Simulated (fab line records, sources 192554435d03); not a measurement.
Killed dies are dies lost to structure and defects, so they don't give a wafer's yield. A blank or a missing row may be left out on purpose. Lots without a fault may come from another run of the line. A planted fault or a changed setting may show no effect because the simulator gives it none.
A sampling plan put to the test | flow n5_finfet | one fab line, 27 faults that these records tell of, each judged on the records of the lots that it struck; 3 more are left out, because the records don't allow judging them
The plan is the line's own looks: the steps of the route at which a gauge or an inspection reads the wafer and doesn't change it. A look can be judged if struck wafers have a number there and the file gives its usual mean and standard deviation on fault-free wafers. Caught: at a look after the fault's first step, the mean of the struck wafers lies 4 or more of those standard deviations (sigma) from the usual mean. On the tool: the same test on the tool's own readings at the fault's steps. Another recipe on the struck wafers, or a record that is blank for them alone, also counts as caught.

THE FAULTS, as the simulator had put them in
1. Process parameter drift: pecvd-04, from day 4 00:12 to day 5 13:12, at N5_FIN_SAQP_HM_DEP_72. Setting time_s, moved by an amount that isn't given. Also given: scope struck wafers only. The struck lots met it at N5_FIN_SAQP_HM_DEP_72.
2. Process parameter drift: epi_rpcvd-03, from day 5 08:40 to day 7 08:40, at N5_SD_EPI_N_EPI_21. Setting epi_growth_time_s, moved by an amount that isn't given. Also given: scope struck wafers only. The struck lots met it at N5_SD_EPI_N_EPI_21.
3. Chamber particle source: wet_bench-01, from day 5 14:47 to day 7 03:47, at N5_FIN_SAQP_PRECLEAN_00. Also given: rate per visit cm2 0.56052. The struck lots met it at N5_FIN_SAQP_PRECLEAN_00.
4. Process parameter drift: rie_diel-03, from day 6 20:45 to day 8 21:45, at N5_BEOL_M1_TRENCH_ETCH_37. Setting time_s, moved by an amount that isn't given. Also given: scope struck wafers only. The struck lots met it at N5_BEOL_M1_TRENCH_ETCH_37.
5. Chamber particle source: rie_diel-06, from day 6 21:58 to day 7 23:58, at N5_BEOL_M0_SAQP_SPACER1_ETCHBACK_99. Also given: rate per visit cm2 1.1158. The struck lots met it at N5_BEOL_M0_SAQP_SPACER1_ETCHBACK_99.
6. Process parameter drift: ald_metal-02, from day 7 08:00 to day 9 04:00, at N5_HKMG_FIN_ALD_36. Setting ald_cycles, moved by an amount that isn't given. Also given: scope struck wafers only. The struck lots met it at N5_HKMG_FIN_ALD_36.
7. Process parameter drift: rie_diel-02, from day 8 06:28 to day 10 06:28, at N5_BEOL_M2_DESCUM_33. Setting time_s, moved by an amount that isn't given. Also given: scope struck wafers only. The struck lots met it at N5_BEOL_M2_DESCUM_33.
8. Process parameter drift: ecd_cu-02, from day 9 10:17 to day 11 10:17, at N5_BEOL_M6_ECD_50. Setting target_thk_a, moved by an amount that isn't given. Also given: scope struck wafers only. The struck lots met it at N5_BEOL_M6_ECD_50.
9. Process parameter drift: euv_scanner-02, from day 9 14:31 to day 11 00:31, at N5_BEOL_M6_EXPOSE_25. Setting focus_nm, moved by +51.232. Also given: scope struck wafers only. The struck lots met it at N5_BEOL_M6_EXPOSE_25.
10. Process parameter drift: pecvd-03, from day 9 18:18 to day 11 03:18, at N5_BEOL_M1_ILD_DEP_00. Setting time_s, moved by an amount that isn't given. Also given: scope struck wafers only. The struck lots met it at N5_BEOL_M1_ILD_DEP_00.
11. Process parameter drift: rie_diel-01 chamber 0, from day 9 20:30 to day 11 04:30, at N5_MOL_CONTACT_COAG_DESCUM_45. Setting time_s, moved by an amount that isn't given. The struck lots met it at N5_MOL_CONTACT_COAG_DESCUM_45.
12. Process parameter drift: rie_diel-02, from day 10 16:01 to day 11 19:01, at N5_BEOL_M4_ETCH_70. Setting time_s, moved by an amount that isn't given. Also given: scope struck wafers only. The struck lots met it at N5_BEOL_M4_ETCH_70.
13. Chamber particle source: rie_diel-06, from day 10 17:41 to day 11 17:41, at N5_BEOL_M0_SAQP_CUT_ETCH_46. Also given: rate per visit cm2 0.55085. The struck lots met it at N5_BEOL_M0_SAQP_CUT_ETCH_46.
14. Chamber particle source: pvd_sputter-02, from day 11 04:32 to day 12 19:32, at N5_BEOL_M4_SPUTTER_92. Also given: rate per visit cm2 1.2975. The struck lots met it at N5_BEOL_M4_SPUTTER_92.
15. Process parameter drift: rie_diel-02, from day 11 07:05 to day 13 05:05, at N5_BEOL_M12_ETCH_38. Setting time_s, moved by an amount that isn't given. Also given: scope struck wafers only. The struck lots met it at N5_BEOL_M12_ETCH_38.
16. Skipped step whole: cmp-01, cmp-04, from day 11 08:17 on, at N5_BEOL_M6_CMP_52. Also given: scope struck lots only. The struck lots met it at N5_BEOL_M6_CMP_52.
17. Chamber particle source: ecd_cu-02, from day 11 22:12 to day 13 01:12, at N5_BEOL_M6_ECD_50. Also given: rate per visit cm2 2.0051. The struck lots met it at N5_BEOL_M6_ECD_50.
18. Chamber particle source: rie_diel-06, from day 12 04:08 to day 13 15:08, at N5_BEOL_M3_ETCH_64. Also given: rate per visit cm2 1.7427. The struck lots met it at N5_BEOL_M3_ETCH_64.
19. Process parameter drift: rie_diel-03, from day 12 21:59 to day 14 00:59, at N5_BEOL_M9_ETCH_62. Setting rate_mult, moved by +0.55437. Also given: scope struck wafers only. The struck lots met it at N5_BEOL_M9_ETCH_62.
20. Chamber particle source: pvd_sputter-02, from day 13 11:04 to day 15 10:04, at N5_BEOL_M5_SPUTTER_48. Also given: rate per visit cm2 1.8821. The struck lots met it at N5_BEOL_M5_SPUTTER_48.
21. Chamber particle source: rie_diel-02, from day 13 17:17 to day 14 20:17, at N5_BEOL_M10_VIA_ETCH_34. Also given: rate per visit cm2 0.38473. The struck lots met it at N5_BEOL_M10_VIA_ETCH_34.
22. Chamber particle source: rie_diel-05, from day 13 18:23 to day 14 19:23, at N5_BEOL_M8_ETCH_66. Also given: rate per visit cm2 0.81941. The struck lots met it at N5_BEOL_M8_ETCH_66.
23. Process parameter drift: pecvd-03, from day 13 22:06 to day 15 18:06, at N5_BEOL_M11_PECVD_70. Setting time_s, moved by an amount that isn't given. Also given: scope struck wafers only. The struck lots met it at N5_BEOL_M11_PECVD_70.
24. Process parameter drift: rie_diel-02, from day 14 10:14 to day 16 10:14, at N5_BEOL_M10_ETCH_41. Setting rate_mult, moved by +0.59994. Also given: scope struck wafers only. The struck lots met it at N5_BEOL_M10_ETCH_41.
25. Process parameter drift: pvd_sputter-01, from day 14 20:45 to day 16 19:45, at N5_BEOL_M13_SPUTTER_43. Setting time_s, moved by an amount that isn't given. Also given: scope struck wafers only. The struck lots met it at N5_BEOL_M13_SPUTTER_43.
26. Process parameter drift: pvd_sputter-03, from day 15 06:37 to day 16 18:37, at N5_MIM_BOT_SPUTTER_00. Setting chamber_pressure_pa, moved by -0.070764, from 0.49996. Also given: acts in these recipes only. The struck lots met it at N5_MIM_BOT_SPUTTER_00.
27. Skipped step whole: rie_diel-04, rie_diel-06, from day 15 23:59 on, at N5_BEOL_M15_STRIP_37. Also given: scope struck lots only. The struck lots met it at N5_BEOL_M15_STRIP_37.

WHAT THE PLAN SAW
fault | on the tool itself                               | first look that catches it                      | reading, sigma                                     | median hours from its first step to that look | hours from the fault's start to the first struck lot there | judged looks passed uncaught
1     | under 2 sigma                                    | not the one look that can be judged after it    | -                                                  | -                                             | -                                                          | 1
2     | under 2 sigma                                    | none of the 2 looks that can be judged after it | strongest: RS_SD_N at N5_BEOL_M4_RC_MEAS_101, -3.4 | -                                             | -                                                          | 2
3     | no reading that can be judged                    | N5_FIN_SAQP_INSPECT_40                          | raw_defect_count +6.5                              | 5.6                                           | 11                                                         | 3
4     | run_length_s -23 sigma                           | N5_BEOL_M1_OCD_MEAS_38                          | trench_depth_nm -14                                | 0.2                                           | 8                                                          | 0
5     | under 2 sigma                                    | N5_BEOL_M0_SAQP_INSPECT_42                      | raw_defect_count +7.3                              | 2.5                                           | 5                                                          | 1
6     | under 2 sigma                                    | N5_BEOL_M4_RC_MEAS_101                          | IOFF_P_LONG +6.0                                   | 88.3                                          | 97                                                         | 0
7     | under 2 sigma                                    | not the one look that can be judged after it    | -                                                  | -                                             | -                                                          | 1
8     | no reading that can be judged                    | no look after it can be judged                  | -                                                  | -                                             | -                                                          | 0
9     | under 2 sigma                                    | none of the 3 looks that can be judged after it | strongest: cd_nm at N5_BEOL_M6_CD_MEAS_28, +2.6    | -                                             | -                                                          | 3
10    | under 2 sigma                                    | N5_BEOL_M1_THK_MEAS_01                          | M1_ILD_THK -17                                     | 0.1                                           | 12                                                         | 0
11    | under 2 sigma                                    | not the one look that can be judged after it    | -                                                  | -                                             | -                                                          | 1
12    | run_length_s -13 sigma                           | not the one look that can be judged after it    | -                                                  | -                                             | -                                                          | 1
13    | under 2 sigma                                    | not the one look that can be judged after it    | -                                                  | -                                             | -                                                          | 1
14    | under 2 sigma                                    | no look after it can be judged                  | -                                                  | -                                             | -                                                          | 0
15    | under 2 sigma                                    | no look after it can be judged                  | -                                                  | -                                             | -                                                          | 0
16    | the tool's record is blank for the struck wafers | N5_BEOL_M6_THK_MEAS_53                          | M6_THK +86                                         | 0.2                                           | 3                                                          | 0
17    | no reading that can be judged                    | no look after it can be judged                  | -                                                  | -                                             | -                                                          | 0
18    | under 2 sigma                                    | N5_BEOL_M3_INSPECT_30                           | raw_defect_count +12                               | 0.8                                           | 15                                                         | 0
19    | under 2 sigma                                    | not the one look that can be judged after it    | strongest: cd_nm at N5_BEOL_M9_CD_MEAS_18, +2.9    | -                                             | -                                                          | 1
20    | under 2 sigma                                    | no look after it can be judged                  | -                                                  | -                                             | -                                                          | 0
21    | under 2 sigma                                    | no look after it can be judged                  | -                                                  | -                                             | -                                                          | 0
22    | under 2 sigma                                    | no look after it can be judged                  | -                                                  | -                                             | -                                                          | 0
23    | under 2 sigma                                    | no look after it can be judged                  | -                                                  | -                                             | -                                                          | 0
24    | only faintly: oes_product_au +3.1 sigma          | no look after it can be judged                  | -                                                  | -                                             | -                                                          | 0
25    | under 2 sigma                                    | no look after it can be judged                  | -                                                  | -                                             | -                                                          | 0
26    | chamber_pressure_pa -64 sigma                    | no look after it can be judged                  | -                                                  | -                                             | -                                                          | 0
27    | the tool's record is blank for the struck wafers | no look after it can be judged                  | -                                                  | -                                             | -                                                          | 0
A dash: the fault isn't caught, or these records don't give the number.

Caught at a look: 7 of 27. Caught on the tool: 5 of 27. By one or the other: 10 of 27.
Caught on the tool alone: faults 12, 26, 27.
Caught at a look alone: faults 3, 5, 6, 10, 18.
Caught by neither: faults 1, 2, 7, 8, 9, 11, 13, 14, 15, 17, 19, 20, 21, 22, 23, 24, 25.

THINNER SAMPLING
If the look that catches a fault measured only every second or every third lot, by lot number, the first struck lot would be measured this late in the worst case:
fault | struck lots at that look, in order of time | every lot | every second lot | every third lot
3     | L823, L824, L825                           | 11 h      | 17 h             | 25 h
4     | L678, L684                                 | 8 h       | may miss all 2   | may miss all 2
5     | L538, L540, L541                           | 5 h       | 24 h             | may miss all 3
6     | L156, L160                                 | 97 h      | may miss all 2   | may miss all 2
10    | L835                                       | 12 h      | may miss it      | may miss it
16    | L834, L835                                 | 3 h       | 12 h             | may miss all 2
18    | L354, L355                                 | 15 h      | 23 h             | may miss all 2
Hours are from the fault's start to the first struck lot that is measured. The limit of 4 sigma was tested on all struck wafers together, so one lot alone may lie under it. Other struck lots may not be in these records.

THE LONGEST TIMED WAY FROM STEP TO LOOK
Fault 6: a median of 88.3 hours passes between N5_HKMG_FIN_ALD_36 and N5_BEOL_M4_RC_MEAS_101. No look between them can be judged.
